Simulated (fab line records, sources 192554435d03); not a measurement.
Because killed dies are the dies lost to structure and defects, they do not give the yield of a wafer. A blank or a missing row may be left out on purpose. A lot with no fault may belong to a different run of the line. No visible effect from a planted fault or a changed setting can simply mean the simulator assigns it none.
fab line records | flow n5Finfet
record lots=12 wafers=33 lastDay=16
route steps=1938 shown BEOL_M9@1464 BEOL_M10@1472
lots that met no fault: taken from a fault-free run of the same line
startH: the number of hours between the record's first day and the start of the first shown wafer of the lot | waitH: hours elapsed since this lot's preceding step | " identical to the entry in the row above | L1.1+2: one row covering several wafers at once | - no value present, or no start provided | * or withheld: withheld | < > ~ a bound
route shown NAME@n: NAME is a module with steps in the file, n the number in the route of the first one | usual: mean/standard deviation taken from wafers without a fault | same: alike in all rows | chamber/n: place in a boat | sites: per-site readings | _std_site: the values' standard deviation | _edge_site: the outer-site mean with the inner-site mean subtracted | radiusMm: for every site, how far away it sits from the centre of the wafer | mask NAME#n: copy n | behind: the tool/chamber that last shaped the wafer | hold: why the lot was held/for how many hours/how that ended | device: which transistor (n, p or np) failed to switch | end of line: the same wafers' tests at the end of the route | a step without rows: its recipe alone | killed: the dies lost at the first sort to structure and to defects; this is not the yield of the wafer | map: a wafer's dies, x killed, . not, _ none there
set.NAME: the run value of the setting; set.NAME@STEP: its run value at that earlier step | model.NAME: the simulator's own value behind a step, which no gauge read
the route's steps for a sample of lots (tables are steps, rows are wafers)
services: the hour from which a tool's chamber was out of use, counted from the record's first day as startH (under 0 if before that day), plus the number of hours and why
## steps
# step N5_BEOL_M9_CMP_52
# recipe stopOn=SiCOH_lowk tOverpolishS=7 downForcePsi=1 platenRpm=50 clearingPlatenDownForcePsi=1.5 clearingPlatenRpm=50 postCmpClean=cuAlkaline targetThkNm=140 clearingPlatenPadVelocityMS=0.99484 padVelocityMS=0.99484
# usual barrierFieldEndpointS=29.8/1.1 edgeZonePressureFrac=1.000/0.0046 motorCurrentA=6.2/0.55 overpolishRunS=6.999/0.0097 platenRpm=50.00/0.034 timeToEndpointS=69/5
# columns lot.wafer tool chamber startH waitH barrierFieldEndpointS edgeZonePressureFrac motorCurrentA overpolishRunS platenRpm timeToEndpointS
L877.2 cmp-04 1 222.10 0.2 29.2 0.994 5.9 7.014 49.97 68
L877.5 " 1 " " 29.7 0.999 5.8 6.996 50.01 64
L877.6 " 2 " " 30.0 1.006 5.5 6.997 50.04 67
L879.2 cmp-01 2 225.46 0.2 29.0 1.001 6.4 7.015 49.96 64
L879.4 " 3 " " 31.7 0.998 6.4 6.992 49.94 77
L879.6 " 3 " " 31.5 0.998 6.3 6.973 49.89 80
L876.3 cmp-04 0 239.44 0.2 29.9 1.000 5.7 7.005 50.06 69
L876.1 " 1 " " 28.6 0.992 6.1 6.993 49.94 67
L876.5 " 3 " " 29.1 0.995 7.7 7.014 50.03 61
L882.3 cmp-04 1 246.45 0.2 29.1 1.000 6.3 7.007 49.99 67
L882.2 " 3 " " 29.0 0.999 6.9 6.992 49.98 64
L882.6 " 1 " " 31.2 0.998 6.5 6.999 49.94 72
L883.4 cmp-04 0 249.69 0.1 30.2 1.010 5.9 6.997 49.97 72
L883.1 " 1 " " 29.2 0.994 6.3 6.988 50.03 68
L883.5 " 0 " " 30.7 1.000 5.6 7.006 49.97 74
L888.4 cmp-01 3 286.97 0.2 32.0 0.999 6.2 6.985 50.07 78
L888.2 " 0 " " 28.6 0.999 6.4 7.008 50.05 63
L888.5 " 2 " " 29.4 0.986 6.4 6.995 50.01 67
L889.1 cmp-02 1 295.23 0.3 28.5 1.003 6.8 7.016 50.00 65
L889.5 " 0 " " 31.5 1.007 6.2 7.003 50.03 74
L889.6 " 1 " " 29.6 1.002 6.7 6.993 49.94 68
L891.2 cmp-04 0 305.08 0.3 29.5 0.997 6.0 7.023 50.04 75
L891.6 " 1 " " 30.8 1.001 5.8 6.994 49.97 71
L893.2 cmp-04 3 312.83 0.2 28.7 0.996 6.8 6.998 50.02 65
L893.5 " 3 " " 29.0 0.995 7.5 6.999 50.04 63
L893.6 " 0 " " 29.2 0.995 5.9 7.020 49.97 71
L892.3 cmp-01 0 322.97 0.2 29.1 1.007 6.2 7.002 49.97 68
L892.5 " 1 " " 31.1 1.002 5.8 6.992 50.00 76
L895.2 cmp-04 2 329.80 0.3 29.8 0.999 5.3 6.988 50.01 75
L895.3 " 3 " " 29.3 1.003 7.5 6.986 50.04 65
L897.4 cmp-01 3 337.50 0.1 30.5 0.992 5.9 7.008 49.94 71
L897.2 " 1 " " 30.2 0.993 5.7 6.999 50.06 72
L897.5 " 0 " " 26.9 0.994 6.2 6.984 50.01 58
# step N5_BEOL_M10_THK_MEAS_01
# recipe reads=SiCOH_lowk_of_BEOL_M10_ILD_DEP_00
# usual M10_ILD_THK=268/3.6
# columns lot.wafer tool chamber startH waitH M10_ILD_THK[nm]
L877.2 filmMetro-02 - 223.18 0.4 269
L877.5 " - " " 272
L877.6 " - " " 274
L879.2 filmMetro-01 - 227.02 0.7 266
L879.4 " - " " 274
L879.6 " - " " 270
L876.1 filmMetro-02 - 240.48 0.4 262
L876.3 " - " " 264
L876.5 " - " " 264
L882.2 filmMetro-02 - 247.57 0.4 265
L882.3 " - " " 263
L882.6 " - " " 271
L883.1 filmMetro-01 - 250.77 0.4 267
L883.4 " - " " 268
L883.5 " - " " 275
L888.2 filmMetro-02 - 287.98 0.4 268
L888.4 " - " " 274
L888.5 " - " " 270
L889.1 filmMetro-02 - 296.28 0.4 267
L889.5 " - " " 275
L889.6 " - " " 272
L891.2 filmMetro-02 - 306.05 0.4 263
L891.6 " - " " 266
L893.2 filmMetro-02 - 313.92 0.4 266
L893.5 " - " " 270
L893.6 " - " " 272
L892.3 filmMetro-02 - 324.21 0.3 269
L892.5 " - " " 271
L895.2 filmMetro-02 - 330.81 0.4 263
L895.3 " - " " 269
L897.2 filmMetro-02 - 338.65 0.4 264
L897.4 " - " " 270
L897.5 " - " " 272
# step N5_BEOL_M10_EXPOSE_08
# recipe maskId=M10 na=1.35 sourceShape=dipole sigmaInner=0.411 sigmaOuter=0.611 polarization=te doseMj=53.75
# columns lot.wafer tool chamber startH waitH mask
L877.2+5+6 arfiScanner-03 0 224.15 - M10#0
L879.2+4+6 arfiScanner-03 0 227.54 - M10#0
L876.1+3+5 arfiScanner-02 0 241.77 - M10#0
L882.2+3+6 arfiScanner-03 0 248.16 - M10#0
L883.1+4+5 arfiScanner-02 0 254.07 - M10#0
L888.2+4+5 arfiScanner-03 0 288.45 - M10#0
L889.1+5+6 arfiScanner-03 0 298.06 - M10#0
L891.2+6 arfiScanner-01 0 308.62 - M10#0
L893.2+5+6 arfiScanner-01 0 314.81 - M10#0
L892.3+5 arfiScanner-02 0 325.37 - M10#0
L895.2+3 arfiScanner-01 0 331.86 - M10#0
L897.2+4+5 arfiScanner-01 0 339.00 - M10#0
# step N5_BEOL_M10_OVL_MEAS_12
# recipe pointsPerWafer=44
# usual M10_OVL=-0.3/0.78
# columns lot.wafer tool chamber startH waitH M10_OVL[nm]
L877.2 overlay-02 0 224.30 0.0 -0.1
L877.5 " 0 " " -0.1
L877.6 " 0 " " -1.7
L879.2 overlay-02 0 227.69 0.0 -0.8
L879.4 " 0 " " -0.6
L879.6 " 0 " " -1.4
L876.1 overlay-02 0 241.92 0.0 -0.1
L876.3 " 0 " " 0.2
L876.5 " 0 " " -1.0
L882.2 overlay-02 0 248.31 0.0 -1.5
L882.3 " 0 " " 0.4
L882.6 " 0 " " -1.7
L883.1 overlay-01 0 254.22 0.0 -0.2
L883.4 " 0 " " -0.1
L883.5 " 0 " " -0.1
L888.2 overlay-01 0 288.61 0.0 8.7
L888.4 " 0 " " 10.0
L888.5 " 0 " " 9.0
L889.1 overlay-02 0 298.21 0.0 11.8
L889.5 " 0 " " 10.2
L889.6 " 0 " " 9.7
L891.2 overlay-02 0 308.78 0.0 -0.9
L891.6 " 0 " " 0.1
L893.2 overlay-01 0 314.96 0.0 0.3
L893.5 " 0 " " 1.7
L893.6 " 0 " " -0.6
L892.3 overlay-02 0 325.52 0.0 -0.3
L892.5 " 0 " " 0.0
L895.2 overlay-02 0 332.01 0.0 0.2
L895.3 " 0 " " 0.5
L897.2 overlay-02 0 339.15 0.0 0.0
L897.4 " 0 " " -0.2
L897.5 " 0 " " 0.4
# step N5_BEOL_M10_INSPECT_13
# recipe mode=adi inspectInstrument=brightfield
# usual rawDefectCount=400/88
# columns lot.wafer tool chamber startH waitH rawDefectCount
L877.2 defectInspect-02 - 224.32 0.0 265
L877.5 " - " " 355
L877.6 " - " " 421
L879.2 defectInspect-02 - 227.72 0.0 484
L879.4 " - " " 554
L879.6 " - " " 584
L876.1 defectInspect-01 - 241.95 0.0 437
L876.3 " - " " 334
L876.5 " - " " 313
L882.2 defectInspect-01 - 248.34 0.0 366
L882.3 " - " " 367
L882.6 " - " " 364
L883.1 defectInspect-02 - 254.25 0.0 454
L883.4 " - " " 477
L883.5 " - " " 412
L888.2 defectInspect-02 - 288.63 0.0 303
L888.4 " - " " 368
L888.5 " - " " 278
L889.1 defectInspect-02 - 298.24 0.0 260
L889.5 " - " " 208
L889.6 " - " " 349
L891.2 defectInspect-02 - 308.80 0.0 506
L891.6 " - " " 456
L893.2 defectInspect-02 - 314.99 0.0 258
L893.5 " - " " 433
L893.6 " - " " 445
L892.3 defectInspect-01 - 325.54 0.0 346
L892.5 " - " " 315
L895.2 defectInspect-01 - 332.03 0.0 332
L895.3 " - " " 250
L897.2 defectInspect-02 - 339.17 0.0 446
L897.4 " - " " 425
L897.5 " - " " 474
## services
# columns tool chamber startH hours kind
arfiScanner-02 - 199.33 3.9 pm
arfiScanner-03 - 209.84 1.0 pm
arfiScanner-02 - 212.02 4.9 pm
arfiScanner-03 - 214.36 0.8 pm
arfiScanner-01 - 228.43 1.0 pm
arfiScanner-02 - 246.11 2.1 repair
arfiScanner-03 - 248.26 1.3 pm
cmp-04 - 256.08 18.7 pm
cmp-01 - 258.31 4.0 pm
arfiScanner-03 - 264.81 1.6 repair
arfiScanner-02 - 273.92 0.8 pm
cmp-04 - 275.43 4.6 pm
arfiScanner-02 - 279.58 1.3 repair
cmp-04 - 287.18 3.8 repair
arfiScanner-02 - 287.47 0.8 pm
arfiScanner-03 - 288.56 3.1 pm
arfiScanner-01 - 298.51 1.0 pm
arfiScanner-03 - 303.86 0.4 repair
arfiScanner-03 - 308.94 16.0 pm
cmp-04 - 314.23 4.0 pm
arfiScanner-01 - 317.13 1.3 pm
arfiScanner-01 - 327.81 0.9 repair
arfiScanner-03 - 333.03 2.2 repair
arfiScanner-03 - 336.38 0.6 repair
## key
firstSign step=N5_BEOL_M10_OVL_MEAS_12 reading=M10_OVL direction=up sigmas=13 usual=-0.3 struck=9.9
effect none on later readings
metAt N5_BEOL_M10_EXPOSE_08
struckLots L888,L889
baselineLoss step=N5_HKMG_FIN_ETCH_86 wafers=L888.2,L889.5
notActingAt N5_BEOL_M9_CMP_52,N5_BEOL_M10_THK_MEAS_01,N5_BEOL_M10_INSPECT_13
onsetBetween 248.16 288.45
fault kind=scannerMatchingOverlay tool=arfiScanner-03 chamber=- onsetH=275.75 steps=N5_BEOL_M10_EXPOSE_08 offset=10.485
# baselineLoss: these wafers lose ten dies or more at that step, a loss of the line's own and not of a fault; the sort's usual values leave them out
